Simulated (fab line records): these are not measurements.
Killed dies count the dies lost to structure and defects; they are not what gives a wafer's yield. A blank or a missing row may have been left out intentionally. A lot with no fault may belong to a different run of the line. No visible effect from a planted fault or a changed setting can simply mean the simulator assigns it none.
The tool behind it: which one? | flow nand_harc | 72 wafers from 24 lots sampled at 3 of the route's 1302 steps

## WHAT THE GAUGES READ, wafer by wafer
NHARC_A_BLC_INSPECT_28. Usual: raw_defect_count at 502, with a standard deviation of 100.
lot  | measured     | on                | raw_defect_count | flag
L074 | day 22 08:04 | defect_inspect-01 | 510 472 465      |
L075 | day 23 00:02 | defect_inspect-01 | 484 491 358      |
L076 | day 23 06:07 | defect_inspect-01 | 548 602 806      |
L078 | day 23 12:50 | defect_inspect-02 | 539 628 676      |
L077 | day 24 06:35 | defect_inspect-02 | 531 531 559      |
L080 | day 24 23:32 | defect_inspect-01 | 357 578 516      |
L079 | day 25 07:29 | defect_inspect-02 | 440 482 515      |
L081 | day 25 11:18 | defect_inspect-01 | 580 487 482      |
L082 | day 25 22:49 | defect_inspect-02 | 597 571 617      |
L084 | day 26 13:41 | defect_inspect-02 | 405 531 456      |
L083 | day 26 21:08 | defect_inspect-02 | 534 728 683      |
L086 | day 27 01:24 | defect_inspect-02 | 465 508 485      |
L085 | day 27 02:33 | defect_inspect-01 | 660 535 673      |
L088 | day 28 09:37 | defect_inspect-01 | 401 466 244      |
L089 | day 28 11:17 | defect_inspect-01 | 526 399 403      |
L087 | day 28 17:11 | defect_inspect-02 | 597 529 465      |
L091 | day 28 23:17 | defect_inspect-01 | 572 659 653      |
L090 | day 28 23:36 | defect_inspect-02 | 480 387 378      |
L093 | day 30 17:44 | defect_inspect-02 | 447 632 663      |
L092 | day 30 19:58 | defect_inspect-02 | 501 453 543      |
L094 | day 31 02:18 | defect_inspect-02 | 400 401 484      |
L095 | day 31 10:44 | defect_inspect-01 | 546 495 496      |
L096 | day 31 18:28 | defect_inspect-01 | 418 481 502      |
L097 | day 32 04:10 | defect_inspect-01 | 631 593 331      |

NHARC_A_M0_INSPECT_11. Usual: raw_defect_count at 91, with a standard deviation of 39.
lot  | measured     | on                | raw_defect_count | flag
L074 | day 22 09:06 | defect_inspect-02 | 142 131 152      |
L075 | day 23 00:57 | defect_inspect-01 | 58 65 77         |
L076 | day 23 07:14 | defect_inspect-01 | 103 110 114      |
L078 | day 23 13:52 | defect_inspect-02 | 127 117 109      |
L077 | day 24 07:37 | defect_inspect-02 | 115 87 103       |
L080 | day 25 00:34 | defect_inspect-02 | 81 75 67         |
L079 | day 25 08:23 | defect_inspect-01 | 66 74 75         |
L081 | day 25 12:20 | defect_inspect-02 | 77 66 54         |
L082 | day 25 23:50 | defect_inspect-02 | 171 181 161      |
L084 | day 26 14:43 | defect_inspect-02 | 69 77 77         |
L083 | day 26 22:10 | defect_inspect-01 | 124 138 130      |
L086 | day 27 02:18 | defect_inspect-01 | 57 49 51         |
L085 | day 27 03:27 | defect_inspect-01 | 117 108 106      |
L088 | day 28 10:38 | defect_inspect-01 | 41 46 47         |
L089 | day 28 12:19 | defect_inspect-01 | 116 113 130      |
L087 | day 28 18:12 | defect_inspect-02 | 85 99 96         |
L091 | day 29 00:11 | defect_inspect-02 | 166 155 165      |
L090 | day 29 00:38 | defect_inspect-02 | 33 29 20         |
L093 | day 30 18:46 | defect_inspect-01 | 99 126 119       |
L092 | day 30 20:52 | defect_inspect-01 | 37 29 38         |
L094 | day 31 03:20 | defect_inspect-01 | 145 125 123      |
L095 | day 31 11:37 | defect_inspect-01 | 49 36 35         |
L096 | day 31 19:37 | defect_inspect-02 | 66 61 70         |
L097 | day 32 05:11 | defect_inspect-01 | 72 68 59         |

## WHICH TOOL RAN EACH LOT (tool, then ch and the chambers of the sampled wafers, then the start)
lot  | NHARC_A_BLC_ETCH_16
L074 | rie_diel-03 ch 0,1,3, day 22 05:13
L075 | rie_diel-03 ch 1,2, day 22 21:10
L076 | rie_diel-03 ch 0,2,3, day 23 03:13
L078 | rie_diel-11 ch 0,2,3, day 23 09:22
L077 | rie_diel-03 ch 1,2,3, day 24 03:43
L080 | rie_diel-11 ch 1,2,3, day 24 20:37
L079 | rie_diel-11 ch 0,1,2, day 25 04:38
L081 | rie_diel-11 ch 0,2,3, day 25 08:25
L082 | rie_diel-11 ch 0,3, day 25 19:58
L084 | rie_diel-03 ch 0,2,3, day 26 10:47
L083 | rie_diel-03 ch 2,3, day 26 18:16
L086 | rie_diel-11 ch 0,1,2, day 26 22:33
L085 | rie_diel-11 ch 1,2,3, day 26 23:40
L088 | rie_diel-03 ch 0,2,3, day 28 06:43
L089 | rie_diel-03 ch 1,2, day 28 08:26
L087 | rie_diel-11 ch 1,2,3, day 28 14:17
L091 | rie_diel-11 ch 0,3, day 28 20:24
L090 | rie_diel-04 ch 0,2,3, day 28 20:45
L093 | rie_diel-03 ch 0,3, day 30 14:50
L092 | rie_diel-03 ch 0,1,2, day 30 17:05
L094 | rie_diel-04 ch 0,3, day 30 23:25
L095 | rie_diel-11 ch 1,2,3, day 31 07:53
L096 | rie_diel-03 ch 0,1,2, day 31 15:35
L097 | rie_diel-03 ch 1,2, day 32 01:17
- NHARC_A_BLC_ETCH_16: etches the open film in CF4, target depth 39 nm, time 65 s.

## AS READ BY THE TOOLS THEMSELVES (means over the sampled wafers that have a number; for cases with no such wafer, the mark the record gives instead)
NHARC_A_BLC_ETCH_16. Usual: drypump_motor_current_A 5.5 A, standard deviation 0.53; oes_product_au 1.007 a.u., standard deviation 0.013; rf_vpp_V 150.8 V, standard deviation 0.95; showerhead_plenum_p_Torr 1.72 Torr, standard deviation 0.046; throttle_valve_pct 13.283 %, standard deviation 0.0096.
lot  | tool        | drypump_motor_current_A (A) | oes_product_au (a.u.) | rf_vpp_V (V) | showerhead_plenum_p_Torr (Torr) | throttle_valve_pct (%) | flag
L074 | rie_diel-03 | 5.4                         | 1.002                 | 150.9        | 1.73                            | 13.284                 |
L075 | rie_diel-03 | 5.3                         | 0.998                 | 151.1        | 1.74                            | 13.279                 |
L076 | rie_diel-03 | 5.2                         | 1.007                 | 150.6        | 1.72                            | 13.288                 |
L078 | rie_diel-11 | 5.5                         | 1.006                 | 150.1        | 1.70                            | 13.278                 |
L077 | rie_diel-03 | 5.2                         | 1.006                 | 151.4        | 1.74                            | 13.284                 |
L080 | rie_diel-11 | 5.9                         | 1.002                 | 151.3        | 1.72                            | 13.271                 |
L079 | rie_diel-11 | 5.6                         | 1.003                 | 150.8        | 1.70                            | 13.285                 |
L081 | rie_diel-11 | 5.5                         | 1.003                 | 151.1        | 1.70                            | 13.287                 |
L082 | rie_diel-11 | 5.7                         | 1.014                 | 150.2        | 1.70                            | 13.281                 |
L084 | rie_diel-03 | 5.2                         | 1.003                 | 151.0        | 1.72                            | 13.275                 |
L083 | rie_diel-03 | 5.2                         | 1.005                 | 150.6        | 1.74                            | 13.281                 |
L086 | rie_diel-11 | 5.6                         | 1.003                 | 150.6        | 1.70                            | 13.299                 |
L085 | rie_diel-11 | 5.8                         | 1.001                 | 151.5        | 1.72                            | 13.285                 |
L088 | rie_diel-03 | 5.2                         | 1.011                 | 151.2        | 1.72                            | 13.282                 |
L089 | rie_diel-03 | 5.3                         | 0.997                 | 150.1        | 1.74                            | 13.278                 |
L087 | rie_diel-11 | 5.8                         | 1.004                 | 150.9        | 1.72                            | 13.284                 |
L091 | rie_diel-11 | 5.7                         | 1.027                 | 150.8        | 1.70                            | 13.289                 |
L090 | rie_diel-04 | 5.9                         | 0.998                 | 149.6        | 1.69                            | 13.279                 |
L093 | rie_diel-03 | 5.4                         | 1.020                 | 150.7        | 1.71                            | 13.280                 |
L092 | rie_diel-03 | 5.3                         | 1.011                 | 150.3        | 1.72                            | 13.278                 |
L094 | rie_diel-04 | 6.1                         | 1.024                 | 152.4        | 1.83                            | 13.285                 |
L095 | rie_diel-11 | 5.8                         | 1.006                 | 150.7        | 1.72                            | 13.289                 |
L096 | rie_diel-03 | 5.3                         | 1.010                 | 150.9        | 1.72                            | 13.283                 |
L097 | rie_diel-03 | 5.3                         | 0.995                 | 151.0        | 1.74                            | 13.276                 |

## THE ANSWER, worked out from the rows above alone
Rule: lot off if the mean of its wafers having a number is beyond 3 standard deviations from the usual mean. Also off: a lot with no number at a reading for which 4 or more lots have one. All remaining lots with rows at the step are treated as sound. First the gauges in route order, then the tools' own readings, where a lot's mean is used as printed above. The first step at which some lot is off is used, and at that step the reading that is off furthest; a lot without a number counts as furthest.
Across all readings shown, no lot is off: no conclusion can be drawn from this.

## WHAT THE SIMULATOR HAD INSERTED
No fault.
